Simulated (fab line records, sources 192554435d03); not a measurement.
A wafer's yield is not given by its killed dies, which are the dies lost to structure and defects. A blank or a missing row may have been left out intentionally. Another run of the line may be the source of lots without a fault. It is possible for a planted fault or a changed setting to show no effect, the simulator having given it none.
fab line records | flow n5Finfet | part 1 of 2: steps 1 to 19 of 30
[record] lots = 5 | wafers = 15 | lastDay = 16
route steps=1938 shown BEOL_M7@1290
lots with no fault: from the same line, run without faults
startH: start of the lot's first displayed wafer, in hours after the record's first day | waitH: hours from the lot's prior step to this one | " the same as in the row above | L1.1+2: a row that stands for several wafers | - no value present, or no start provided | * or withheld: withheld | < > ~ a bound
route shown NAME@n: names a module that has steps shown in the file, with the first one's number in the route | usual: the fault-free wafers' mean and standard deviation | same: alike in all rows | chamber/n: place in a boat | sites: readings site by site | _std_site: the standard deviation of these | _edge_site: mean of outer sites minus mean of inner sites | radiusMm: how far each site lies from the wafer's centre | mask NAME#n: copy n | behind: the tool/chamber that last shaped the wafer | hold: why the lot went on hold/how many hours it stayed there/how the hold came to an end | device: the n, p or np transistor that did not switch | end of line: the route-end tests of the same wafers | a step without rows: its recipe alone | killed: dies that structure and defects cost at the first sort, which is not the same as the wafer's yield | map: a wafer's dies, marking killed ones x, the rest . and places with no die _
set.NAME: setting as actually run; set.NAME@STEP: the setting as run at that earlier step | model.NAME: the simulator's own value behind a step, which no gauge read
lots at some steps of the route; a table a step, a row a wafer
services: a tool's chamber out of use, with start hour (startH, from the record's first day; less than 0 if before it), hours out, and reason
[[steps]]
[step N5_BEOL_M7_COAT_22]
[recipe] resist = CAR-EUV | spinRpm = 1500 | resistThkNm = 30
lot.wafer  | tool          | chamber | startH | waitH
L074.1+2+3 | lithoTrack-02 | 0       | -      | -
L078.3+5+6 | lithoTrack-01 | 0       | -      | -
L084.1+2+5 | lithoTrack-04 | 0       | -      | -
L086.3+4+5 | lithoTrack-01 | 0       | -      | -
L089.1+2+4 | lithoTrack-01 | 0       | -      | -
[step N5_BEOL_M7_EBR_24]
[recipe] solvent = PGMEA | ebrWidthMm = 1.5
lot.wafer  | tool          | chamber | startH | waitH
L074.1+2+3 | lithoTrack-02 | 0       | -      | -
L078.3+5+6 | lithoTrack-01 | 0       | -      | -
L084.1+2+5 | lithoTrack-04 | 0       | -      | -
L086.3+4+5 | lithoTrack-01 | 0       | -      | -
L089.1+2+4 | lithoTrack-01 | 0       | -      | -
[step N5_BEOL_M7_SOFTBAKE_23]
[recipe] tempC = 110 | timeS = 60 | resist = CAR-EUV
lot.wafer  | tool          | chamber | startH | waitH
L074.1+2+3 | lithoTrack-02 | 0       | -      | -
L078.3+5+6 | lithoTrack-01 | 0       | -      | -
L084.1+2+5 | lithoTrack-04 | 0       | -      | -
L086.3+4+5 | lithoTrack-01 | 0       | -      | -
L089.1+2+4 | lithoTrack-01 | 0       | -      | -
[step N5_BEOL_M7_EXPOSE_25]
[recipe] maskId = V6 | na = 0.33 | sourceShape = annular | sigmaInner = 0.4 | sigmaOuter = 0.8 | polarization = unpolarized | targetCdNm = 40 | doseMj = 42.5
lot.wafer  | tool          | chamber | startH | waitH | mask
L074.1+2+3 | euvScanner-01 | 0       | 200.63 | -     | V6#0
L078.3+5+6 | euvScanner-02 | 0       | 220.35 | -     | V6#0
L084.1+2+5 | euvScanner-01 | 0       | 251.78 | -     | V6#0
L086.3+4+5 | euvScanner-01 | 0       | 275.09 | -     | V6#0
L089.1+2+4 | euvScanner-02 | 0       | 305.91 | -     | V6#0
[step N5_BEOL_M7_PEB_26]
[recipe] pebTempC = 100 | pebTimeS = 60 | resist = CAR-EUV
lot.wafer  | tool          | chamber | startH | waitH
L074.1+2+3 | lithoTrack-01 | 0       | 200.69 | 0.1
L078.3+5+6 | lithoTrack-02 | 0       | 220.40 | 0.0
L084.1+2+5 | lithoTrack-01 | 0       | 251.85 | 0.1
L086.3+4+5 | lithoTrack-02 | 0       | 275.14 | 0.0
L089.1+2+4 | lithoTrack-02 | 0       | 305.97 | 0.1
[step N5_BEOL_M7_DEVELOP_27]
[recipe] developTimeS = 30 | developer = TMAH | resist = CAR-EUV | rinseLiquid = surfactantRinse | dry = airSpin | devTempC = 23
lot.wafer  | tool          | chamber | startH | waitH
L074.1+2+3 | lithoTrack-01 | 0       | -      | -
L078.3+5+6 | lithoTrack-02 | 0       | -      | -
L084.1+2+5 | lithoTrack-01 | 0       | -      | -
L086.3+4+5 | lithoTrack-02 | 0       | -      | -
L089.1+2+4 | lithoTrack-02 | 0       | -      | -
[step N5_BEOL_M7_CD_MEAS_28]
[recipe] targetCdNm = 40 | landingEnergyEv = 500 | detector = seInlens
[usual] cdNm = 40.02/0.26
lot.wafer | tool     | chamber | startH | waitH | cdNm
L074.1    | cdSem-01 | 0       | 200.76 | -     | 40.09
L074.2    | "        | 0       | "      | "     | 40.25
L074.3    | "        | 0       | "      | "     | 40.31
L078.3    | cdSem-01 | 0       | 220.47 | -     | 39.85
L078.5    | "        | 0       | "      | "     | 39.75
L078.6    | "        | 0       | "      | "     | 39.88
L084.1    | cdSem-03 | 0       | 251.91 | -     | 39.73
L084.2    | "        | 0       | "      | "     | 40.19
L084.5    | "        | 0       | "      | "     | 39.95
L086.3    | cdSem-02 | 0       | 275.21 | -     | 39.99
L086.4    | "        | 0       | "      | "     | 39.99
L086.5    | "        | 0       | "      | "     | 39.92
L089.1    | cdSem-01 | 0       | 306.04 | -     | 39.94
L089.2    | "        | 0       | "      | "     | 39.74
L089.4    | "        | 0       | "      | "     | 40.20
[step N5_BEOL_M7_OVL_MEAS_29]
[recipe] pointsPerWafer = 522
[usual] V6_OVL = -0.1/0.71
lot.wafer | tool       | chamber | startH | waitH | V6_OVL[nm]
L074.1    | overlay-02 | 0       | 200.79 | 0.0   | -0.2
L074.2    | "          | 0       | "      | "     | 0.5
L074.3    | "          | 0       | "      | "     | -0.4
L078.3    | overlay-01 | 0       | 220.51 | 0.0   | 0.2
L078.5    | "          | 0       | "      | "     | 0.8
L078.6    | "          | 0       | "      | "     | 0.5
L084.1    | overlay-02 | 0       | 251.94 | 0.0   | 0.2
L084.2    | "          | 0       | "      | "     | 0.2
L084.5    | "          | 0       | "      | "     | -0.4
L086.3    | overlay-01 | 0       | 275.25 | 0.0   | -0.5
L086.4    | "          | 0       | "      | "     | 0.6
L086.5    | "          | 0       | "      | "     | 0.2
L089.1    | overlay-02 | 0       | 306.07 | 0.0   | 0.4
L089.2    | "          | 0       | "      | "     | 1.9
L089.4    | "          | 0       | "      | "     | 0.3
[step N5_BEOL_M7_INSPECT_30]
[recipe] mode = adi | inspectInstrument = brightfield
[usual] rawDefectCount = 416/100
lot.wafer | tool             | chamber | startH | waitH | rawDefectCount
L074.1    | defectInspect-01 | -       | 200.85 | 0.1   | 201
L074.2    | "                | -       | "      | "     | 328
L074.3    | "                | -       | "      | "     | 372
L078.3    | defectInspect-01 | -       | 220.56 | 0.0   | 539
L078.5    | "                | -       | "      | "     | 411
L078.6    | "                | -       | "      | "     | 442
L084.1    | defectInspect-01 | -       | 252.00 | 0.1   | 410
L084.2    | "                | -       | "      | "     | 500
L084.5    | "                | -       | "      | "     | 371
L086.3    | defectInspect-02 | -       | 275.30 | 0.0   | 499
L086.4    | "                | -       | "      | "     | 405
L086.5    | "                | -       | "      | "     | 504
L089.1    | defectInspect-02 | -       | 306.13 | 0.1   | 370
L089.2    | "                | -       | "      | "     | 500
L089.4    | "                | -       | "      | "     | 449
[step N5_BEOL_M7_DESCUM_33]
[recipe] chemistry = O2 | timeS = 7 | sourcePowerW = 50 | biasPowerW = 20 | pressureMtorr = 20 | rfFrequencyHz = 2.712e+07 | tempC = 40 | resist = CAR-EUV | o2FlowSccm = 225
[usual] biasPowerW = 19.99/0.06 | drypumpMotorCurrentA = 5.8/0.57 | oesProductAu = 0.76/0.092 | rfVppV = 243.3/1.4 | showerheadPlenumPTorr = 2.11/0.07 | throttleValvePct = 20.28/0.29
lot.wafer | tool       | chamber | startH | waitH | biasPowerW | drypumpMotorCurrentA | oesProductAu | rfHoursCounterH | rfVppV | showerheadPlenumPTorr | throttleValvePct
L074.1    | rieDiel-04 | 0       | 200.88 | 0.0   | 19.94      | 5.3                  | 0.74         | 158             | 243.3  | 2.16                  | 20.35
L074.2    | "          | 1       | "      | "     | 20.03      | 6.3                  | 0.71         | 203             | 245.0  | 2.14                  | 19.96
L074.3    | "          | 3       | "      | "     | 19.97      | 5.9                  | 0.68         | 239             | 241.1  | 1.98                  | 20.46
L078.3    | rieDiel-02 | 2       | 220.75 | 0.2   | 19.90      | 6.3                  | 0.72         | 197             | 242.1  | 2.03                  | 20.64
L078.5    | "          | 3       | "      | "     | 19.95      | 6.5                  | 0.70         | -               | 243.8  | 2.04                  | 20.18
L078.6    | "          | 2       | "      | "     | 20.00      | 6.3                  | 0.73         | -               | 241.1  | 2.03                  | 20.66
L084.1    | rieDiel-04 | 1       | 252.09 | 0.1   | 19.96      | 6.2                  | 0.69         | 221             | 243.1  | 2.14                  | 20.01
L084.2    | "          | 2       | "      | "     | 19.98      | 4.9                  | 0.71         | 223             | 244.0  | 2.16                  | 20.42
L084.5    | "          | 1       | "      | "     | 19.97      | 6.3                  | 0.69         | -               | 243.6  | 2.14                  | 19.99
L086.3    | rieDiel-04 | 2       | 275.33 | 0.0   | 20.02      | 4.9                  | 0.70         | 231             | 242.4  | 2.16                  | 20.45
L086.4    | "          | 3       | "      | "     | 19.96      | 5.9                  | 1.00         | 4               | 244.5  | 2.24                  | 20.07
L086.5    | "          | 3       | "      | "     | 20.07      | 5.9                  | 0.99         | -               | 245.0  | 2.24                  | 20.09
L089.1    | rieDiel-06 | 3       | 306.43 | 0.3   | 19.97      | 5.2                  | 0.69         | 204             | 242.1  | 2.00                  | 20.57
L089.2    | "          | 0       | "      | "     | 20.05      | 5.9                  | 0.71         | 231             | 244.8  | 2.17                  | 20.85
L089.4    | "          | 1       | "      | "     | 19.99      | 5.4                  | 0.79         | 96              | 242.9  | 2.09                  | 19.87
[step N5_BEOL_M7_ETCH_72]
[recipe] chemistry = N2/H2 | target = underlayer | targetDepthA = 65 | maskMaterial = CAR-EUV | timeS = 5.2 | ionEnergyEv = 200 | pressureMtorr = 30 | sourceW = 840 | biasW = 150 | n2FlowSccm = 200 | h2FlowSccm = 200 | ends = cleared
[usual] drypumpMotorCurrentA = 5.8/0.57 | etchRfOnTimeS = 5.24/0.21 | n2FlowSccm = 200.0/0.54 | oesProductAu = 0.65/0.083 | rfVppV = 524.6/2.6 | showerheadPlenumPTorr = 2.56/0.086 | throttleValvePct = 17.7/0.31
lot.wafer | tool       | chamber | startH | waitH | drypumpMotorCurrentA | etchRfOnTimeS | n2FlowSccm | oesProductAu | rfHoursCounterH | rfVppV | showerheadPlenumPTorr | throttleValvePct
L074.1    | rieDiel-04 | 0       | 200.92 | 0.0   | 5.3                  | 5.44          | 200.0      | 0.62         | 158             | 526.4  | 2.66                  | 17.9
L074.2    | "          | 1       | "      | "     | 6.2                  | 5.23          | 199.4      | 0.61         | 203             | 526.3  | 2.65                  | 17.8
L074.3    | "          | 3       | "      | "     | 5.9                  | 5.60          | 199.9      | 0.57         | 239             | 520.0  | 2.39                  | 17.9
L078.3    | rieDiel-02 | 2       | 220.78 | 0.0   | 6.3                  | 5.18          | 200.1      | 0.62         | 197             | 519.7  | 2.43                  | 17.9
L078.5    | "          | 3       | "      | "     | 6.4                  | 5.70          | 200.3      | 0.58         | -               | 523.5  | 2.54                  | 18.0
L078.6    | "          | 2       | "      | "     | 6.3                  | 5.20          | 200.3      | 0.61         | -               | 522.1  | 2.43                  | 17.9
L084.1    | rieDiel-04 | 1       | 252.13 | 0.0   | 6.2                  | 5.34          | 199.8      | 0.59         | 221             | 528.0  | 2.64                  | 17.8
L084.2    | "          | 2       | "      | "     | 4.9                  | 5.24          | 200.1      | 0.61         | 223             | 523.8  | 2.61                  | 17.8
L084.5    | "          | 1       | "      | "     | 6.2                  | 5.34          | 199.9      | 0.59         | -               | 527.8  | 2.64                  | 17.8
L086.3    | rieDiel-04 | 2       | 275.36 | 0.0   | 4.9                  | 5.22          | 199.7      | 0.61         | 231             | 524.7  | 2.61                  | 17.8
L086.4    | "          | 3       | "      | "     | 5.9                  | 5.21          | 199.8      | 0.83         | 4               | 528.0  | 2.71                  | 17.4
L086.5    | "          | 3       | "      | "     | 5.9                  | 5.28          | 200.3      | 0.82         | -               | 528.0  | 2.71                  | 17.4
L089.1    | rieDiel-06 | 3       | 306.47 | 0.0   | 5.2                  | 5.09          | 199.8      | 0.60         | 204             | 521.1  | 2.43                  | 18.1
L089.2    | "          | 0       | "      | "     | 5.9                  | 5.23          | 200.2      | 0.59         | 231             | 525.6  | 2.63                  | 18.2
L089.4    | "          | 1       | "      | "     | 5.4                  | 5.22          | 199.5      | 0.66         | 96              | 524.3  | 2.54                  | 17.3
[step N5_BEOL_M7_ETCH_65]
[recipe] chemistry = CF4 | target = SiARC | targetDepthA = 156 | maskMaterial = CAR-EUV | timeS = 26 | ionEnergyEv = 80 | pressureMtorr = 40 | sourceW = 545 | biasW = 36 | Ar_flow_sccm = 100 | cf4FlowSccm = 100 | ends = cleared
[usual] drypumpMotorCurrentA = 5.8/0.57 | etchRfOnTimeS = 26.1/0.99 | oesProductAu = 0.65/0.083 | rfVppV = 184.3/1.2 | showerheadPlenumPTorr = 2.16/0.071 | throttleValvePct = 15.56/0.22
lot.wafer | tool       | chamber | startH | waitH | drypumpMotorCurrentA | etchRfOnTimeS | oesProductAu | rfHoursCounterH | rfVppV | showerheadPlenumPTorr | throttleValvePct
L074.1    | rieDiel-04 | 0       | 200.93 | 0.0   | 5.3                  | 26.8          | 0.63         | 158             | 185.1  | 2.21                  | 15.62
L074.2    | "          | 1       | "      | "     | 6.2                  | 26.2          | 0.61         | 203             | 184.8  | 2.22                  | 15.48
L074.3    | "          | 3       | "      | "     | 5.9                  | 27.5          | 0.58         | 239             | 182.1  | 2.04                  | 15.80
L078.3    | rieDiel-02 | 2       | 220.80 | 0.0   | 6.3                  | 25.5          | 0.62         | 197             | 183.5  | 2.04                  | 15.62
L078.5    | "          | 3       | "      | "     | 6.5                  | 27.9          | 0.59         | -               | 183.6  | 2.13                  | 15.70
L078.6    | "          | 2       | "      | "     | 6.3                  | 25.5          | 0.62         | -               | 182.4  | 2.04                  | 15.61
L084.1    | rieDiel-04 | 1       | 252.14 | 0.0   | 6.2                  | 26.5          | 0.60         | 221             | 184.5  | 2.22                  | 15.51
L084.2    | "          | 2       | "      | "     | 4.9                  | 26.0          | 0.61         | 223             | 184.2  | 2.20                  | 15.72
L084.5    | "          | 1       | "      | "     | 6.3                  | 26.6          | 0.60         | -               | 184.0  | 2.22                  | 15.51
L086.3    | rieDiel-04 | 2       | 275.38 | 0.0   | 4.9                  | 26.1          | 0.60         | 231             | 185.2  | 2.20                  | 15.73
L086.4    | "          | 3       | "      | "     | 5.9                  | 25.9          | 0.83         | 4               | 186.3  | 2.29                  | 15.36
L086.5    | "          | 3       | "      | "     | 5.9                  | 25.8          | 0.83         | -               | 186.1  | 2.29                  | 15.36
L089.1    | rieDiel-06 | 3       | 306.48 | 0.0   | 5.2                  | 25.7          | 0.60         | 204             | 183.9  | 2.03                  | 15.57
L089.2    | "          | 0       | "      | "     | 5.9                  | 26.3          | 0.58         | 231             | 184.6  | 2.20                  | 15.89
L089.4    | "          | 1       | "      | "     | 5.4                  | 26.8          | 0.67         | 96              | 184.6  | 2.15                  | 15.27
[step N5_BEOL_M7_ETCH_66]
[recipe] chemistry = N2/H2 | target = SOC | targetDepthA = 800 | overetchA = 160 | maskMaterial = SiARC | tempC = 40 | timeS = 120 | ionEnergyEv = 200 | pressureMtorr = 30 | sourceW = 840 | biasW = 150 | n2FlowSccm = 200 | h2FlowSccm = 200
[usual] drypumpMotorCurrentA = 5.8/0.57 | n2FlowSccm = 200.0/0.59 | oesProductAu = 0.59/0.065 | rfVppV = 524.4/2.4 | showerheadPlenumPTorr = 2.56/0.086 | throttleValvePct = 17.7/0.31
lot.wafer | tool       | chamber | startH | waitH | drypumpMotorCurrentA | n2FlowSccm | oesProductAu | rfHoursCounterH | rfVppV | showerheadPlenumPTorr | throttleValvePct
L074.1    | rieDiel-04 | 0       | 200.96 | 0.0   | 5.3                  | 199.7      | 0.58         | 158             | 525.4  | 2.66                  | 17.9
L074.2    | "          | 1       | "      | "     | 6.3                  | 199.8      | 0.55         | 203             | 525.3  | 2.65                  | 17.7
L074.3    | "          | 3       | "      | "     | 5.9                  | 200.0      | 0.54         | 239             | 520.0  | 2.39                  | 17.8
L078.3    | rieDiel-02 | 2       | 220.83 | 0.0   | 6.4                  | 199.7      | 0.55         | 197             | 521.0  | 2.43                  | 17.9
L078.5    | "          | 3       | "      | "     | 6.5                  | 200.3      | 0.55         | -               | 522.6  | 2.54                  | 17.9
L078.6    | "          | 2       | "      | "     | 6.4                  | 199.3      | 0.55         | -               | 520.6  | 2.43                  | 17.9
L084.1    | rieDiel-04 | 1       | 252.17 | 0.0   | 6.3                  | 198.8      | 0.54         | 221             | 525.4  | 2.64                  | 17.8
L084.2    | "          | 2       | "      | "     | 4.9                  | 200.2      | 0.55         | 223             | 526.6  | 2.61                  | 17.7
L084.5    | "          | 1       | "      | "     | 6.3                  | 199.0      | 0.55         | -               | 524.7  | 2.64                  | 17.7
L086.3    | rieDiel-04 | 2       | 275.41 | 0.0   | 4.9                  | 200.5      | 0.54         | 231             | 524.5  | 2.61                  | 17.7
L086.4    | "          | 3       | "      | "     | 5.9                  | 200.4      | 0.74         | 4               | 526.8  | 2.71                  | 17.4
L086.5    | "          | 3       | "      | "     | 5.9                  | 200.8      | 0.74         | -               | 528.7  | 2.71                  | 17.4
L089.1    | rieDiel-06 | 3       | 306.51 | 0.0   | 5.2                  | 199.7      | 0.54         | 204             | 519.3  | 2.43                  | 18.1
L089.2    | "          | 0       | "      | "     | 5.9                  | 200.3      | 0.53         | 231             | 526.2  | 2.63                  | 18.2
L089.4    | "          | 1       | "      | "     | 5.4                  | 199.2      | 0.60         | 96              | 523.8  | 2.54                  | 17.2
[step N5_BEOL_M7_STRIP_69]
[recipe] chemistry = N2/H2 | tempC = 40 | n2FlowSccm = 200 | h2FlowSccm = 200 | rfFrequencyHz = 6e+07
lot.wafer  | tool       | chamber | startH | waitH
L074.1+2+3 | rieDiel-04 | 0,1,3   | 201.04 | 0.0
L078.3+5+6 | rieDiel-02 | 2,3,2   | 220.91 | 0.0
L084.1+2+5 | rieDiel-04 | 1,2,1   | 252.25 | 0.0
L086.3+4+5 | rieDiel-04 | 2,3,3   | 275.49 | 0.0
L089.1+2+4 | rieDiel-06 | 3,0,1   | 306.59 | 0.0
[step N5_BEOL_M7_STRIP_73]
[recipe] chemistry = N2/H2 | tempC = 40 | n2FlowSccm = 200 | h2FlowSccm = 200 | rfFrequencyHz = 6e+07
lot.wafer  | tool       | chamber | startH | waitH
L074.1+2+3 | rieDiel-04 | 0,1,3   | 201.05 | 0.0
L078.3+5+6 | rieDiel-02 | 2,3,2   | 220.92 | 0.0
L084.1+2+5 | rieDiel-04 | 1,2,1   | 252.26 | 0.0
L086.3+4+5 | rieDiel-04 | 2,3,3   | 275.50 | 0.0
L089.1+2+4 | rieDiel-06 | 3,0,1   | 306.60 | 0.0
[step N5_BEOL_M7_VIA_ETCH_34]
[recipe] chemistry = C4F6/O2 | target = SiCOH_lowk | targetDepthA = 1255 | maskMaterial = SOC | taperDeg = 4 | timeS = 50.5 | ionEnergyEv = 250 | pressureMtorr = 30 | sourceW = 345 | biasW = 185 | Ar_flow_sccm = 300 | C4F6_flow_sccm = 10 | O2_flow_sccm = 10
[usual] drypumpMotorCurrentA = 5.8/0.57 | oesProductAu = 0.76/0.094 | rfVppV = 657/15 | showerheadPlenumPTorr = 2.86/0.088 | throttleValvePct = 20.72/0.29
lot.wafer | tool       | chamber | startH | waitH | drypumpMotorCurrentA | oesProductAu | rfHoursCounterH | rfVppV | showerheadPlenumPTorr | throttleValvePct
L074.1    | rieDiel-04 | 0       | 201.06 | 0.0   | 5.3                  | 0.73         | 158             | 639    | 2.96                  | 20.91
L074.2    | "          | 1       | "      | "     | 6.3                  | 0.71         | 203             | 669    | 2.94                  | 20.56
L074.3    | "          | 3       | "      | "     | 5.9                  | 0.66         | 239             | 652    | 2.69                  | 20.86
L078.3    | rieDiel-02 | 2       | 220.93 | 0.0   | 6.3                  | 0.73         | 197             | 637    | 2.73                  | 20.92
L078.5    | "          | 3       | "      | "     | 6.4                  | 0.70         | -               | 647    | 2.84                  | 20.98
L078.6    | "          | 2       | "      | "     | 6.3                  | 0.73         | -               | 636    | 2.73                  | 20.92
L084.1    | rieDiel-04 | 1       | 252.27 | 0.0   | 6.2                  | 0.70         | 221             | 670    | 2.93                  | 20.59
L084.2    | "          | 2       | "      | "     | 4.9                  | 0.71         | 223             | 650    | 2.89                  | 20.70
L084.5    | "          | 1       | "      | "     | 6.3                  | 0.70         | -               | 670    | 2.93                  | 20.60
L086.3    | rieDiel-04 | 2       | 275.51 | 0.0   | 4.9                  | 0.70         | 231             | 651    | 2.89                  | 20.70
L086.4    | "          | 3       | "      | "     | 5.9                  | 0.98         | 4               | 665    | 3.02                  | 20.51
L086.5    | "          | 3       | "      | "     | 5.9                  | 0.97         | -               | 663    | 3.02                  | 20.52
L089.1    | rieDiel-06 | 3       | 306.61 | 0.0   | 5.2                  | 0.70         | 204             | 648    | 2.69                  | 20.77
L089.2    | "          | 0       | "      | "     | 5.9                  | 0.70         | 231             | 683    | 2.92                  | 21.12
L089.4    | "          | 1       | "      | "     | 5.4                  | 0.79         | 96              | 655    | 2.87                  | 20.48
[step N5_BEOL_M7_STRIP_76]
[recipe] chemistry = C4F6/O2 | resist = SiARC | rfFrequencyHz = 6e+07
lot.wafer  | tool       | chamber | startH | waitH
L074.1+2+3 | rieDiel-04 | 0,1,3   | 201.10 | 0.0
L078.3+5+6 | rieDiel-02 | 2,3,2   | 220.97 | 0.0
L084.1+2+5 | rieDiel-04 | 1,2,1   | 252.31 | 0.0
L086.3+4+5 | rieDiel-04 | 2,3,3   | 275.55 | 0.0
L089.1+2+4 | rieDiel-06 | 3,0,1   | 306.65 | 0.0
[step N5_BEOL_M7_STRIP_36]
[recipe] chemistry = N2/H2 | powerW = 450 | tempC = 40 | pressureMtorr = 20 | rfFrequencyHz = 6e+07 | overashFraction = 0.3 | biasPowerW = 7 | h2Frac = 0.5 | n2FlowSccm = 200 | h2FlowSccm = 200
[usual] biasPowerW = 6.998/0.022 | drypumpMotorCurrentA = 5.8/0.57 | n2FlowSccm = 200.0/0.6 | oesProductAu = 0.76/0.092 | rfVppV = 59.4/1.4 | showerheadPlenumPTorr = 2.56/0.086 | throttleValvePct = 23.4/0.41
lot.wafer | tool       | chamber | startH | waitH | biasPowerW | drypumpMotorCurrentA | n2FlowSccm | oesProductAu | rfHoursCounterH | rfVppV | showerheadPlenumPTorr | throttleValvePct
L074.1    | rieDiel-04 | 0       | 201.11 | 0.0   | 6.996      | 5.3                  | 199.2      | 0.74         | 158             | 60.7   | 2.65                  | 23.5
L074.2    | "          | 1       | "      | "     | 6.973      | 6.3                  | 199.7      | 0.71         | 203             | 57.7   | 2.64                  | 23.5
L074.3    | "          | 3       | "      | "     | 7.032      | 5.9                  | 199.3      | 0.67         | 239             | 59.6   | 2.39                  | 23.4
L078.3    | rieDiel-02 | 2       | 220.98 | 0.0   | 6.977      | 6.3                  | 200.3      | 0.73         | 197             | 57.9   | 2.42                  | 23.7
L078.5    | "          | 3       | "      | "     | 7.014      | 6.5                  | 200.5      | 0.70         | -               | 61.5   | 2.53                  | 23.7
L078.6    | "          | 2       | "      | "     | 7.000      | 6.3                  | 200.4      | 0.73         | -               | 60.8   | 2.42                  | 23.7
L084.1    | rieDiel-04 | 1       | 252.32 | 0.0   | 7.014      | 6.2                  | 199.2      | 0.70         | 221             | 59.0   | 2.63                  | 23.5
L084.2    | "          | 2       | "      | "     | 7.004      | 4.9                  | 199.9      | 0.71         | 223             | 57.8   | 2.61                  | 23.3
L084.5    | "          | 1       | "      | "     | 7.002      | 6.2                  | 199.2      | 0.69         | -               | 59.4   | 2.63                  | 23.5
L086.3    | rieDiel-04 | 2       | 275.56 | 0.0   | 7.005      | 4.9                  | 200.5      | 0.70         | 231             | 60.6   | 2.60                  | 23.3
L086.4    | "          | 3       | "      | "     | 6.981      | 5.9                  | 199.1      | 0.98         | 4               | 59.9   | 2.70                  | 23.1
L086.5    | "          | 3       | "      | "     | 6.970      | 5.9                  | 199.6      | 0.99         | -               | 61.9   | 2.70                  | 23.1
L089.1    | rieDiel-06 | 3       | 306.66 | 0.0   | 7.053      | 5.2                  | 199.5      | 0.69         | 204             | 57.4   | 2.43                  | 24.2
L089.2    | "          | 0       | "      | "     | 6.993      | 5.9                  | 199.1      | 0.70         | 231             | 60.4   | 2.63                  | 23.9
L089.4    | "          | 1       | "      | "     | 7.001      | 5.4                  | 200.0      | 0.80         | 96              | 58.8   | 2.54                  | 22.7
[step N5_BEOL_M7_TRENCH_ETCH_37]
[recipe] chemistry = C4F6/O2 | targetDepthA = 934.78 | target = SiCOH_lowk | timeS = 31.2 | ionEnergyEv = 250 | pressureMtorr = 30 | sourceW = 345 | biasW = 185 | Ar_flow_sccm = 300 | C4F6_flow_sccm = 10 | O2_flow_sccm = 10
[usual] drypumpMotorCurrentA = 5.8/0.57 | oesProductAu = 0.76/0.095 | rfVppV = 657/15 | showerheadPlenumPTorr = 2.86/0.088 | throttleValvePct = 20.75/0.29
lot.wafer | tool       | chamber | startH | waitH | drypumpMotorCurrentA | oesProductAu | rfHoursCounterH | rfVppV | showerheadPlenumPTorr | throttleValvePct
L074.1    | rieDiel-04 | 0       | -      | -     | 5.3                  | 0.74         | 158             | 641    | 2.96                  | 20.95
L074.2    | "          | 1       | "      | "     | 6.3                  | 0.71         | 203             | 670    | 2.94                  | 20.61
L074.3    | "          | 3       | "      | "     | 5.9                  | 0.66         | 239             | 655    | 2.69                  | 20.88
L078.3    | rieDiel-02 | 2       | -      | -     | 6.3                  | 0.73         | 197             | 635    | 2.73                  | 20.98
L078.5    | "          | 3       | "      | "     | 6.5                  | 0.69         | -               | 647    | 2.84                  | 21.01
L078.6    | "          | 2       | "      | "     | 6.3                  | 0.73         | -               | 636    | 2.73                  | 20.96
L084.1    | rieDiel-04 | 1       | -      | -     | 6.2                  | 0.71         | 222             | 669    | 2.93                  | 20.63
L084.2    | "          | 2       | "      | "     | 4.9                  | 0.71         | 223             | 650    | 2.90                  | 20.71
L084.5    | "          | 1       | "      | "     | 6.2                  | 0.70         | -               | 668    | 2.93                  | 20.62
L086.3    | rieDiel-04 | 2       | -      | -     | 4.9                  | 0.70         | 231             | 652    | 2.89                  | 20.72
L086.4    | "          | 3       | "      | "     | 5.9                  | 0.98         | 4               | 666    | 3.02                  | 20.54
L086.5    | "          | 3       | "      | "     | 5.9                  | 0.97         | -               | 664    | 3.02                  | 20.56
L089.1    | rieDiel-06 | 3       | -      | -     | 5.2                  | 0.70         | 204             | 648    | 2.68                  | 20.81
L089.2    | "          | 0       | "      | "     | 5.9                  | 0.70         | 231             | 683    | 2.92                  | 21.14
L089.4    | "          | 1       | "      | "     | 5.4                  | 0.79         | 96              | 655    | 2.87                  | 20.51
